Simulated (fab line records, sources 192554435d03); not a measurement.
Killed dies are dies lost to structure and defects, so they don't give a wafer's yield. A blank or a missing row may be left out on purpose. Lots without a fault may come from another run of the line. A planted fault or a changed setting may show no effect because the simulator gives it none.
fab line records | flow n5_finfet
record lots=7 wafers=21
route steps=1938 shown BEOL_M11@1552 BEOL_M13@1673 BEOL_M15@1773
start_h: hours from the record's first day to the start of the lot's first wafer shown | wait_h: hours since the lot's step before | " the same as in the row above | L1.1+2: a row that stands for several wafers | - no value, or no start given | * or withheld: withheld | < > ~ a bound
route shown NAME@n: a module of which the file shows steps, and the number in the route of the first | usual: mean/standard deviation of fault-free wafers | same: alike in all rows | chamber/n: place in a boat | sites: the reading at each site | _std_site: their standard deviation | _edge_site: outer sites' mean less inner sites' | radius_mm: how far each site lies from the wafer's centre | mask NAME#n: copy n | behind: the tool/chamber that last shaped the wafer | hold: why the lot was held/for how many hours/how that ended | device: the transistor (n, p or np) that didn't switch | end of line: the same wafers' tests at the end of the route | a step without rows: its recipe alone | killed: dies lost to structure and defects at the first sort, not the wafer's yield | map: a wafer's dies, x killed, . not, _ none there
set.NAME: the setting as run; set.NAME@STEP: as run at that earlier step | model.NAME: the simulator's own value behind a step, which no gauge read
lots whose settings were changed on purpose; a table a step, a row a wafer
## steps
# step N5_BEOL_M11_DESCUM_16
# recipe chemistry=O2 time_s=7.9 source_power_w=50 bias_power_w=20 pressure_mtorr=20 rf_frequency_hz=2.712e+07 temp_c=40 resist=CAR-ArF o2_flow_sccm=225
# columns lot.wafer tool chamber start_h wait_h set.time_s model.CAR-ArF_of_BEOL_M11_COAT_05.thk_nm
L075.2+5 rie_diel-06 2,0 334.53 0.0 7.434 83.8
L075.3 " 1 " " 7.9 83.4
L080.1+3+5 rie_diel-02 0,3,2 366.72 0.1 7.9 83.6
L084.1+4+5 rie_diel-02 1,2,1 382.12 0.0 6.911 84
L091.1+5 rie_diel-06 1,3 402.25 0.0 7.406 83.8
L091.3 " 3 " " 7.9 83.6
L095.2 rie_diel-03 3 448.22 0.0 8.617 83.2
L095.3 " 0 " " 8.617 82.8
L095.4 " 2 " " 7.9 83.6
L096.1 rie_diel-06 1 450.60 0.0 9.661 82.4
L096.4 " 0 " " 7.9 83.6
L096.5 " 3 " " 9.661 82.8
L097.1 rie_diel-03 3 458.72 0.0 7.9 83.6
L097.2 " 1 " " 7.062 83.8
L097.6 " 3 " " 7.062 84
# step N5_BEOL_M11_ETCH_61
# recipe chemistry=CF4 target=SiARC target_depth_a=390 mask_material=CAR-ArF time_s=65 ion_energy_ev=80 pressure_mtorr=40 source_w=545 bias_w=36 Ar_flow_sccm=100 cf4_flow_sccm=100 ends=cleared
# columns lot.wafer tool chamber start_h wait_h set.time_s@BEOL_M11_DESCUM_16 model.CAR-ArF_of_BEOL_M11_COAT_05.thk_nm
L075.2+5 rie_diel-06 2,0 334.57 0.0 7.434 55.8
L075.3 " 1 " " 7.9 55.4
L080.1+3 rie_diel-02 0,3 366.75 0.0 7.9 55.8
L080.5 " 2 " " 7.9 55.6
L084.1+4 rie_diel-02 1,2 382.15 0.0 6.911 56.2
L084.5 " 1 " " 6.911 56
L091.1 rie_diel-06 1 402.28 0.0 7.406 55.6
L091.3 " 3 " " 7.9 55.6
L091.5 " 3 " " 7.406 55.8
L095.2 rie_diel-03 3 448.26 0.0 8.617 55.2
L095.3 " 0 " " 8.617 54.8
L095.4 " 2 " " 7.9 55.4
L096.1 rie_diel-06 1 450.63 0.0 9.661 54.6
L096.4 " 0 " " 7.9 55.8
L096.5 " 3 " " 9.661 54.8
L097.1 rie_diel-03 3 458.76 0.0 7.9 55.6
L097.2 " 1 " " 7.062 56
L097.6 " 3 " " 7.062 56.2
# step N5_BEOL_M11_ETCH_62
# recipe chemistry=N2/H2 target=SOC target_depth_a=1100 overetch_a=220 mask_material=SiARC temp_c=40 time_s=165 ion_energy_ev=200 pressure_mtorr=30 source_w=840 bias_w=150 n2_flow_sccm=200 h2_flow_sccm=200
# columns lot.wafer tool chamber start_h wait_h set.spin_rpm@BEOL_M11_COAT_59 model.etch.depth_nm
L075.2+3 rie_diel-06 2,1 334.62 0.0 1500 100.3
L075.5 " 0 " " 1500 100
L080.1 rie_diel-02 0 366.80 0.0 1500 99.95
L080.3 " 3 " " 1500 100
L080.5 " 2 " " 1500 99.99
L084.1 rie_diel-02 1 382.20 0.0 1500 100.5
L084.4 " 2 " " 1427 102.9
L084.5 " 1 " " 1427 102.8
L091.1 rie_diel-06 1 402.33 0.0 1500 99.42
L091.3 " 3 " " 1335 105.7
L091.5 " 3 " " 1500 99.5
L095.2 rie_diel-03 3 448.31 0.0 1500 99.64
L095.3 " 0 " " 1579 96.92
L095.4 " 2 " " 1579 97.31
L096.1 rie_diel-06 1 450.68 0.0 1500 100.7
L096.4 " 0 " " 1500 100.1
L096.5 " 3 " " 1428 102.9
L097.1 rie_diel-03 3 458.81 0.0 1353 104.7
L097.2 " 1 " " 1500 99.6
L097.6 " 3 " " 1353 104.9
# step N5_BEOL_M11_STRIP_68
# recipe chemistry=N2/H2 temp_c=40 n2_flow_sccm=200 h2_flow_sccm=200 rf_frequency_hz=6e+07
# step N5_BEOL_M11_STRIP_67
# recipe chemistry=CF4 resist=SiARC power_w=300 bias_power_w=75 pressure_mtorr=50 cf4_flow_sccm=150 rf_frequency_hz=6e+07
# step N5_BEOL_M11_HM_OPEN_17
# recipe chemistry=Cl2/BCl3 target_depth_a=200 overetch_a=60 target=TiN mask_material=SOC ion_energy_ev=150 pressure_mtorr=10 icp_w=1000 bias_w=126 Cl2_flow_sccm=53.25 bcl3_flow_sccm=21.75 Ar_flow_sccm=25
# columns lot.wafer tool chamber start_h wait_h set.spin_rpm@BEOL_M11_COAT_59 model.SOC_of_BEOL_M11_COAT_59.thk_nm
L075.2+3 rie_metal-02 0 334.80 0.0 1500 92.4
L075.5 " 0 " " 1500 92
L080.1+3 rie_metal-01 1 366.99 0.0 1500 91.8
L080.5 " 0 " " 1500 92.4
L084.1 rie_metal-01 0 382.39 0.0 1500 92.8
L084.4+5 " 0 " " 1427 95.2
L091.1 rie_metal-02 1 402.52 0.0 1500 91.6
L091.3 " 1 " " 1335 98
L091.5 " 1 " " 1500 91.8
L095.2 rie_metal-01 1 448.50 0.0 1500 91.4
L095.3 " 1 " " 1579 88.6
L095.4 " 0 " " 1579 89.6
L096.1 rie_metal-01 0 450.87 0.0 1500 92.8
L096.4 " 0 " " 1500 92.4
L096.5 " 0 " " 1428 95.2
L097.1 rie_metal-02 1 458.99 0.0 1353 97
L097.2 " 0 " " 1500 91.6
L097.6 " 0 " " 1353 96.8
# step N5_BEOL_M13_ETCH_59
# recipe chemistry=N2/H2 target=BARC target_depth_a=890 overetch_a=267 time_s=67.9 ion_energy_ev=200 pressure_mtorr=30 source_w=840 bias_w=150 n2_flow_sccm=200 h2_flow_sccm=200
# usual rf_vpp_V=524.0/3
# columns lot.wafer tool chamber start_h wait_h set.bias_w rf_vpp_V
L075.2 rie_diel-02 2 346.99 0.0 150 520.4
L075.3 " 3 " " 165.6 560.5
L075.5 " 0 " " 165.6 555.7
L080.1 rie_diel-06 3 382.05 0.0 150 529.4
L080.3 " 2 " " 150 527.3
L080.5 " 3 " " 150 528.1
L084.1 rie_diel-02 0 393.73 0.0 123.6 460.9
L084.4 " 3 " " 123.6 465.4
L084.5 " 1 " " 150 524.4
L091.1 rie_diel-06 1 416.59 0.0 136 488.7
L091.3 " 2 " " 150 524.8
L091.5 " 3 " " 150 527.4
L095.2 rie_diel-03 0 460.41 0.0 150 521.5
L095.3 " 2 " " 150 526.8
L095.4 " 3 " " 150 523.8
L096.1 rie_diel-06 0 461.96 0.0 136.8 492.5
L096.4 " 0 " " 136.8 492.1
L096.5 " 1 " " 150 521.3
L097.1 rie_diel-02 1 474.20 0.0 150 522.6
L097.2 " 2 " " 150 527.5
L097.6 " 1 " " 150 522.8
# step N5_BEOL_M13_EXPOSE_25
# recipe mask_id=M13 na=0.93 source_shape=conventional sigma_outer=0.4 polarization=unpolarized target_cd_nm=210 dose_mj=22
# columns lot.wafer tool chamber start_h wait_h mask set.dose_mj
L075.2+3 krf_scanner-02 0 347.78 - M13#0 21.02
L075.5 " 0 " " M13#0 22
L080.1+3+5 krf_scanner-01 0 382.70 - M13#0 22
L084.1+5 krf_scanner-02 0 394.38 - M13#0 22
L084.4 " 0 " " M13#0 23.39
L091.1+3 krf_scanner-02 0 417.24 - M13#0 22
L091.5 " 0 " " M13#0 22.9
L095.2+3 krf_scanner-01 0 461.19 - M13#0 22
L095.4 " 0 " " M13#0 20.48
L096.1 krf_scanner-01 0 462.60 - M13#0 20.38
L096.4+5 " 0 " " M13#0 22
L097.1+6 krf_scanner-01 0 474.85 - M13#0 22
L097.2 " 0 " " M13#0 23.12
# step N5_BEOL_M13_PEB_26
# recipe peb_temp_c=130 peb_time_s=90
# step N5_BEOL_M13_DEVELOP_27
# recipe develop_time_s=45 rinse_liquid=diw dry=air_spin dev_temp_c=21
# step N5_BEOL_M13_HARDBAKE_32
# recipe temp_c=130 time_s=120
# step N5_BEOL_M13_CD_MEAS_28
# recipe target_cd_nm=209.5 landing_energy_ev=500 detector=se_inlens
# usual cd_nm=209.2/1.8
# columns lot.wafer tool chamber start_h wait_h set.dose_mj@BEOL_M13_EXPOSE_25 cd_nm
L075.2 cd_sem-02 0 347.95 - 21.02 207.5
L075.3 " 0 " " 21.02 205.7
L075.5 " 0 " " 22 211.3
L080.1 cd_sem-02 0 382.88 - 22 208.6
L080.3 " 0 " " 22 208.5
L080.5 " 0 " " 22 209.9
L084.1 cd_sem-03 0 394.55 - 22 210.7
L084.4 " 0 " " 23.39 213.3
L084.5 " 0 " " 22 209.2
L091.1 cd_sem-02 0 417.41 - 22 210.2
L091.3 " 0 " " 22 209.3
L091.5 " 0 " " 22.9 214.7
L095.2 cd_sem-02 0 461.35 - 22 206.4
L095.3 " 0 " " 22 209.3
L095.4 " 0 " " 20.48 199.9
L096.1 cd_sem-02 0 462.78 - 20.38 200.4
L096.4 " 0 " " 22 207.7
L096.5 " 0 " " 22 206.2
L097.1 cd_sem-01 0 475.02 - 22 208.6
L097.2 " 0 " " 23.12 214.7
L097.6 " 0 " " 22 211.7
# step N5_BEOL_M13_DESCUM_33
# recipe chemistry=O2 time_s=7.9 source_power_w=50 bias_power_w=20 pressure_mtorr=20 rf_frequency_hz=2.712e+07 temp_c=40 o2_flow_sccm=225
# columns lot.wafer tool chamber start_h wait_h set.dose_mj@BEOL_M13_EXPOSE_25 model.BEOL_M13.cd_nm
L075.2 rie_diel-06 0 348.15 0.1 21.02 207.2
L075.3 " 3 " " 21.02 206.2
L075.5 " 3 " " 22 211.4
L080.1 rie_diel-06 3 382.99 0.1 22 209.2
L080.3 " 2 " " 22 208.4
L080.5 " 0 " " 22 209.6
L084.1 rie_diel-02 0 394.96 0.3 22 210.8
L084.4 " 1 " " 23.39 213.6
L084.5 " 0 " " 22 209.8
L091.1 rie_diel-03 3 417.73 0.3 22 210.6
L091.3 " 0 " " 22 209
L091.5 " 0 " " 22.9 215.2
L095.2 rie_diel-03 3 461.44 0.0 22 206.2
L095.3 " 0 " " 22 209.2
L095.4 " 2 " " 20.48 200.2
L096.1 rie_diel-06 1 463.13 0.3 20.38 200.6
L096.4 " 0 " " 22 207.6
L096.5 " 3 " " 22 206.6
L097.1 rie_diel-02 3 475.70 0.6 22 208.8
L097.2 " 1 " " 23.12 215.2
L097.6 " 1 " " 22 211.6
# step N5_BEOL_M15_ILD_DEP_00
# recipe material=SiO2 target_thk_a=16293 temp_c=400 precursor=TEOS/O2 pressure_torr=6.5 rf_w=900 teos_flow_sccm=161.4 gas=O2 flow_sccm=2650 time_s=346.1
# columns lot.wafer tool chamber start_h wait_h set.temp_c model.SiO2_of_BEOL_M15_ILD_DEP_00.thk_nm
L075.2 pecvd-01 1 360.78 0.0 404 1595
L075.3 " 0 " " 400 1626
L075.5 " 0 " " 400 1639
L080.1 pecvd-04 2 392.94 0.0 400 1658
L080.3 " 1 " " 400 1591
L080.5 " 1 " " 400 1625
L084.1 pecvd-04 2 409.23 0.0 400 1627
L084.4 " 1 " " 400 1620
L084.5 " 2 " " 400 1636
L091.1 pecvd-04 0 426.90 0.0 396.3 1620
L091.3 " 1 " " 400 1590
L091.5 " 1 " " 396.3 1661
L095.2 pecvd-03 1 472.87 0.0 400 1583
L095.3 " 0 " " 400 1596
L095.4 " 0 " " 400 1614
L096.1 pecvd-04 0 473.30 0.0 406.5 1554
L096.4 " 1 " " 406.5 1571
L096.5 " 0 " " 400 1658
L097.1 pecvd-01 1 489.54 0.0 400 1629
L097.2 " 0 " " 407.1 1550
L097.6 " 0 " " 407.1 1538
# step N5_BEOL_M15_THK_MEAS_01
# recipe reads=SiO2_of_BEOL_M15_ILD_DEP_00
# usual M15_ILD_THK=1626/23
# columns lot.wafer tool chamber start_h wait_h set.temp_c@BEOL_M15_ILD_DEP_00 M15_ILD_THK[nm]
L075.2 film_metro-02 - 361.03 0.1 404 1596
L075.3 " - " " 400 1625
L075.5 " - " " 400 1639
L080.1 film_metro-01 - 393.19 0.1 400 1658
L080.3 " - " " 400 1591
L080.5 " - " " 400 1624
L084.1 film_metro-02 - 409.48 0.1 400 1627
L084.4 " - " " 400 1621
L084.5 " - " " 400 1635
L091.1 film_metro-02 - 427.15 0.1 396.3 1622
L091.3 " - " " 400 1589
L091.5 " - " " 396.3 1660
L095.2 film_metro-02 - 473.12 0.1 400 1584
L095.3 " - " " 400 1596
L095.4 " - " " 400 1615
L096.1 film_metro-01 - 473.55 0.1 406.5 1555
L096.4 " - " " 406.5 1573
L096.5 " - " " 400 1660
L097.1 film_metro-02 - 489.90 0.2 400 1629
L097.2 " - " " 407.1 1551
L097.6 " - " " 407.1 1537
# step N5_BEOL_M15_EXPOSE_07
# recipe mask_id=V14 na=0.8 source_shape=annular sigma_inner=0.5 sigma_outer=0.8 polarization=unpolarized attpsm_phase_deg=180 dose_mj=41.25
# columns lot.wafer tool chamber start_h wait_h mask set.dose_mj
L075.2+3+5 krf_scanner-02 0 361.17 - V14#0 41.25
L080.1+3+5 krf_scanner-01 0 393.45 - V14#0 41.25
L084.1+4 krf_scanner-02 0 409.61 - V14#0 43.46
L084.5 " 0 " " V14#0 41.25
L091.1+3 krf_scanner-01 0 427.46 - V14#0 38.86
L091.5 " 0 " " V14#0 41.25
L095.2+3+4 krf_scanner-02 0 473.38 - V14#0 41.25
L096.1+4+5 krf_scanner-02 0 473.68 - V14#0 41.25
L097.1 krf_scanner-02 0 490.03 - V14#0 41.25
L097.2+6 " 0 " " V14#0 42.87
# step N5_BEOL_M15_PEB_08
# recipe peb_temp_c=130 peb_time_s=90
# step N5_BEOL_M15_DEVELOP_09
# recipe develop_time_s=45 rinse_liquid=diw dry=air_spin dev_temp_c=21
# step N5_BEOL_M15_HARDBAKE_14
# recipe temp_c=130 time_s=120
# step N5_BEOL_M15_CD_MEAS_10
# recipe target_cd_nm=360 landing_energy_ev=500 detector=se_inlens polarity=opening
# usual cd_nm=358.6/2.5
# columns lot.wafer tool chamber start_h wait_h set.dose_mj@BEOL_M15_EXPOSE_07 cd_nm
L075.2 cd_sem-01 0 361.34 - 41.25 356.4
L075.3 " 0 " " 41.25 358.8
L075.5 " 0 " " 41.25 356.0
L080.1 cd_sem-01 0 393.62 - 41.25 360.5
L080.3 " 0 " " 41.25 359.2
L080.5 " 0 " " 41.25 360.9
L084.1 cd_sem-02 0 409.78 - 43.46 367.7
L084.4 " 0 " " 43.46 365.8
L084.5 " 0 " " 41.25 358.5
L091.1 cd_sem-02 0 427.63 - 38.86 347.0
L091.3 " 0 " " 38.86 347.6
L091.5 " 0 " " 41.25 356.2
L095.2 cd_sem-02 0 473.55 - 41.25 356.4
L095.3 " 0 " " 41.25 360.3
L095.4 " 0 " " 41.25 361.5
L096.1 cd_sem-01 0 473.85 - 41.25 355.9
L096.4 " 0 " " 41.25 356.7
L096.5 " 0 " " 41.25 356.0
L097.1 cd_sem-03 0 490.20 - 41.25 356.0
L097.2 " 0 " " 42.87 368.3
L097.6 " 0 " " 42.87 362.1
# step N5_BEOL_M15_DESCUM_15
# recipe chemistry=O2 time_s=7.9 source_power_w=50 bias_power_w=20 pressure_mtorr=20 rf_frequency_hz=2.712e+07 temp_c=40 o2_flow_sccm=225
# step N5_BEOL_M15_ETCH_59
# recipe chemistry=N2/H2 target=BARC target_depth_a=890 overetch_a=267 time_s=67.9 ion_energy_ev=200 pressure_mtorr=30 source_w=840 bias_w=150 n2_flow_sccm=200 h2_flow_sccm=200
# step N5_BEOL_M15_VIA_ETCH_16
# recipe chemistry=C4F8/O2/Ar target=SiO2 he_inner_torr=15 he_outer_torr=30 target_depth_a=17922 time_s=withheld ion_energy_ev=800 pressure_mtorr=20 source_w=1905 bias_w=2040 Ar_flow_sccm=400 C4F8_flow_sccm=16 O2_flow_sccm=12 ends=cleared
# columns lot.wafer tool chamber start_h wait_h set.temp_c@BEOL_M15_ILD_DEP_00 model.etch.depth_nm
L075.2 rie_diel-02 3 361.51 0.0 404 1595
L075.3 " 0 " " 400 1626
L075.5 " 2 " " 400 1639
L080.1 rie_diel-06 0 393.79 0.0 400 1658
L080.3 " 2 " " 400 1591
L080.5 " 2 " " 400 1625
L084.1 rie_diel-03 3 409.95 0.0 400 1627
L084.4 " 1 " " 400 1620
L084.5 " 1 " " 400 1636
L091.1 rie_diel-06 2 427.80 0.0 396.3 1620
L091.3 " 3 " " 400 1590
L091.5 " 2 " " 396.3 1661
L095.2 rie_diel-02 1 473.72 0.0 400 1583
L095.3 " 2 " " 400 1596
L095.4 " 0 " " 400 1614
L096.1 rie_diel-03 3 474.65 0.0 406.5 1554
L096.4 " 3 " " 406.5 1571
L096.5 " 0 " " 400 1658
L097.1 rie_diel-03 0 490.38 0.0 400 1629
L097.2 " 1 " " 407.1 1550
L097.6 " 3 " " 407.1 1538
# step N5_BEOL_M15_STRIP_64
# recipe chemistry=O2 power_w=600 temp_c=60 pressure_mtorr=30 rf_frequency_hz=6e+07 bias_power_w=0 overash_fraction=0.3 o2_flow_sccm=225
# columns lot.wafer tool chamber start_h wait_h set.pressure_mtorr
L075.2+3+5 rie_diel-02 3,0,2 - - 30
L080.1+3+5 rie_diel-06 0,2,2 - - 30
L084.1+4+5 rie_diel-03 3,1,1 - - 35.55
L091.1+3+5 rie_diel-06 2,3,2 - - 30
L095.2+3+4 rie_diel-02 1,2,0 - - 23.67
L096.1+4+5 rie_diel-03 3,3,0 - - 30
L097.1+2+6 rie_diel-03 0,1,3 - - 30
# step N5_BEOL_M15_STRIP_65
# recipe chemistry=post_etch_residue_remover time_s=60 temp_c=25 remover_ph=withheld remover_water_wt_pct=withheld remover_fluoride_wt_pct=withheld
# step N5_BEOL_M15_SRD_66
# recipe time_s=30 temp_c=23 rinse_liquid=diw dry=n2_spin spin_rpm=1500 dry_time_s=30
# step N5_BEOL_M15_CD_MEAS_17
# recipe target_cd_nm=360 polarity=opening
# usual cd_nm=360/3.1
# columns lot.wafer tool chamber start_h wait_h set.dose_mj@BEOL_M15_EXPOSE_07 cd_nm
L075.2 cd_sem-02 - 361.92 0.0 41.25 360
L075.3 " - " " 41.25 361
L075.5 " - " " 41.25 354
L080.1 cd_sem-02 - 394.21 0.0 41.25 362
L080.3 " - " " 41.25 360
L080.5 " - " " 41.25 362
L084.1 cd_sem-03 - 410.36 0.0 43.46 368
L084.4 " - " " 43.46 365
L084.5 " - " " 41.25 358
L091.1 cd_sem-02 - 428.21 0.0 38.86 347
L091.3 " - " " 38.86 347
L091.5 " - " " 41.25 356
L095.2 cd_sem-03 - 474.13 0.0 41.25 360
L095.3 " - " " 41.25 360
L095.4 " - " " 41.25 362
L096.1 cd_sem-01 - 475.06 0.0 41.25 358
L096.4 " - " " 41.25 358
L096.5 " - " " 41.25 358
L097.1 cd_sem-01 - 490.80 0.0 41.25 356
L097.2 " - " " 42.87 366
L097.6 " - " " 42.87 363
# step N5_BEOL_M15_PEB_26
# recipe peb_temp_c=130 peb_time_s=90
# columns lot.wafer tool chamber start_h wait_h set.peb_time_s
L075.2 litho_track-01 0 362.89 0.0 84.51
L075.3+5 " 0 " " 90
L080.1+3+5 litho_track-01 0 394.97 0.1 90
L084.1+4+5 litho_track-05 0 411.25 0.1 90
L091.1 litho_track-05 0 429.01 0.1 90
L091.3+5 " 0 " " 101.1
L095.2+3+4 litho_track-05 0 475.15 0.0 90
L096.1 litho_track-05 0 475.88 0.1 90
L096.4+5 " 0 " " 75.11
L097.1+2+6 litho_track-01 0 491.56 0.1 90
# step N5_BEOL_M15_DEVELOP_27
# recipe develop_time_s=45 rinse_liquid=diw dry=air_spin dev_temp_c=21
# step N5_BEOL_M15_HARDBAKE_32
# recipe temp_c=130 time_s=120
# step N5_BEOL_M15_STRIP_62
# recipe chemistry=O2 power_w=600 temp_c=60 pressure_mtorr=30 rf_frequency_hz=6e+07 bias_power_w=0 overash_fraction=0.3 o2_flow_sccm=225
# step N5_BEOL_M15_STRIP_37
# recipe chemistry=O2 power_w=600 temp_c=60 pressure_mtorr=30 rf_frequency_hz=6e+07 bias_power_w=0 overash_fraction=0.3 o2_flow_sccm=225
# step N5_BEOL_M15_ETCH_38
# recipe chemistry=CF4/N2 target=SiCN target_depth_a=1064 taper_deg=2 time_s=120.5 ion_energy_ev=150 mask_material=SiO2 pressure_mtorr=40 source_w=430 bias_w=70 Ar_flow_sccm=100 cf4_flow_sccm=60 n2_flow_sccm=60
# columns lot.wafer tool chamber start_h wait_h set.temp_c@BEOL_M15_ILD_DEP_00 model.SiO2_of_BEOL_M15_ILD_DEP_00.thk_nm
L075.2 rie_diel-03 1 - - 404 1530
L075.3 " 3 " " 400 1564
L075.5 " 3 " " 400 1576
L080.1 rie_diel-02 0 - - 400 1592
L080.3 " 3 " " 400 1527
L080.5 " 0 " " 400 1558
L084.1 rie_diel-02 0 - - 400 1562
L084.4 " 2 " " 400 1558
L084.5 " 1 " " 400 1571
L091.1 rie_diel-06 2 - - 396.3 1557
L091.3 " 3 " " 400 1524
L091.5 " 1 " " 396.3 1598
L095.2 rie_diel-06 2 - - 400 1517
L095.3 " 0 " " 400 1530
L095.4 " 3 " " 400 1549
L096.1 rie_diel-06 0 - - 406.5 1491
L096.4 " 3 " " 406.5 1508
L096.5 " 0 " " 400 1594
L097.1 rie_diel-03 3 - - 400 1568
L097.2 " 2 " " 407.1 1486
L097.6 " 1 " " 407.1 1473
## key
split step=N5_BEOL_M11_DESCUM_16 setting=time_s stated=7.9 by=wafer
response step=N5_BEOL_M11_DESCUM_16 reading=model.CAR-ArF_of_BEOL_M11_COAT_05.thk_nm change=-0.0451 per=1% r=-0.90
response step=N5_BEOL_M11_ETCH_61 reading=model.CAR-ArF_of_BEOL_M11_COAT_05.thk_nm change=-0.0476 per=1% r=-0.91
split step=N5_BEOL_M13_ETCH_59 setting=bias_w stated=150 by=wafer
response step=N5_BEOL_M13_ETCH_59 reading=rf_vpp_V change=+3.56 per=1% r=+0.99
split step=N5_BEOL_M13_EXPOSE_25 setting=dose_mj stated=22 by=wafer
response step=N5_BEOL_M13_CD_MEAS_28 reading=cd_nm change=+0.923 per=1% r=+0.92
response step=N5_BEOL_M13_DESCUM_33 reading=model.BEOL_M13.cd_nm change=+0.925 per=1% r=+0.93
split step=N5_BEOL_M15_ILD_DEP_00 setting=temp_c stated=400 by=wafer
response step=N5_BEOL_M15_ILD_DEP_00 reading=model.SiO2_of_BEOL_M15_ILD_DEP_00.thk_nm change=-51 per=1% r=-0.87
response step=N5_BEOL_M15_THK_MEAS_01 reading=M15_ILD_THK change=-51.2 per=1% r=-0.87
response step=N5_BEOL_M15_VIA_ETCH_16 reading=model.etch.depth_nm change=-51 per=1% r=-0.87
response step=N5_BEOL_M15_ETCH_38 reading=model.SiO2_of_BEOL_M15_ILD_DEP_00.thk_nm change=-52.3 per=1% r=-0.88
split step=N5_BEOL_M15_EXPOSE_07 setting=dose_mj stated=41.25 by=wafer
response step=N5_BEOL_M15_CD_MEAS_10 reading=cd_nm change=+1.7 per=1% r=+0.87
response step=N5_BEOL_M15_CD_MEAS_17 reading=cd_nm change=+1.72 per=1% r=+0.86
split step=N5_BEOL_M15_STRIP_64 setting=pressure_mtorr stated=30 by=lot
response none clear
split step=N5_BEOL_M15_PEB_26 setting=peb_time_s stated=90 by=wafer
response none clear
split outside_this_file step=N5_BEOL_M11_COAT_59 setting=spin_rpm
# split outside_this_file: this setting was split too, and the file shows its column; the key of that split is in another file
